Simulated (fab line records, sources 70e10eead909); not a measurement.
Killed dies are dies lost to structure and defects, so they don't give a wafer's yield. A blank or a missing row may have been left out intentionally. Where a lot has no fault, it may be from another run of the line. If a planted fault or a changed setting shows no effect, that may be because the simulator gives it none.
Chamber matching -- flow nand_harc -- rie_diel-04 running NHARC_A_STAIRCASE_TRIM_20: 4 sister chambers
The step chemistry O2, time 211.2 s. 8 wafers are shown with their chamber, then 7 later ones without.

## WAFERS, EACH WITH ITS CHAMBER
wafer,chamber,drypump_motor_current_A (A),showerhead_plenum_p_Torr (Torr)
L194.4,0,5.3,3.32
L197.2,1,6.6,3.60
L197.5,2,5.8,3.32
L199.1,0,5.4,3.31
L199.4,2,5.8,3.31
L199.6,3,6.6,3.61
L205.1,3,6.6,3.60
L205.3,1,6.6,3.59

## WAFERS WHOSE CHAMBER IS MISSING
wafer,drypump_motor_current_A (A),showerhead_plenum_p_Torr (Torr)
L205.6,6.6,3.59
L211.3,5.3,3.29
L211.4,6.6,3.58
L211.6,5.4,3.29
L212.1,6.6,3.58
L212.3,6.5,3.59
L212.6,5.8,3.29

## WHICH CHAMBER EACH ONE RAN IN
wafer,from the rows above,in truth
L205.6,can't be placed: 1 or 3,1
L211.3,0,0
L211.4,can't be placed: 1 or 3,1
L211.6,0,0
L212.1,can't be placed: 1 or 3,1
L212.3,can't be placed: 1 or 3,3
L212.6,2,2
3 of 7 placed correctly. Cannot be placed on the basis of these rows: 4; the candidates contain the true chamber in 4. Placed wrongly: 0.
How it was worked out, from the rows above alone: a wafer's distance from a chamber is the root of the sum, over the readings, of the square of ((its reading less the chamber's mean) divided by the reading's scatter). If the next closest chamber is less than 2 further off than the closest, the wafer can't be placed; otherwise it belongs to the closest. A chamber's mean is the mean of its shown wafers. The scatter: the root of (the sum of the squares of (reading less its chamber's mean) over the shown wafers, divided by (wafers less chambers)).
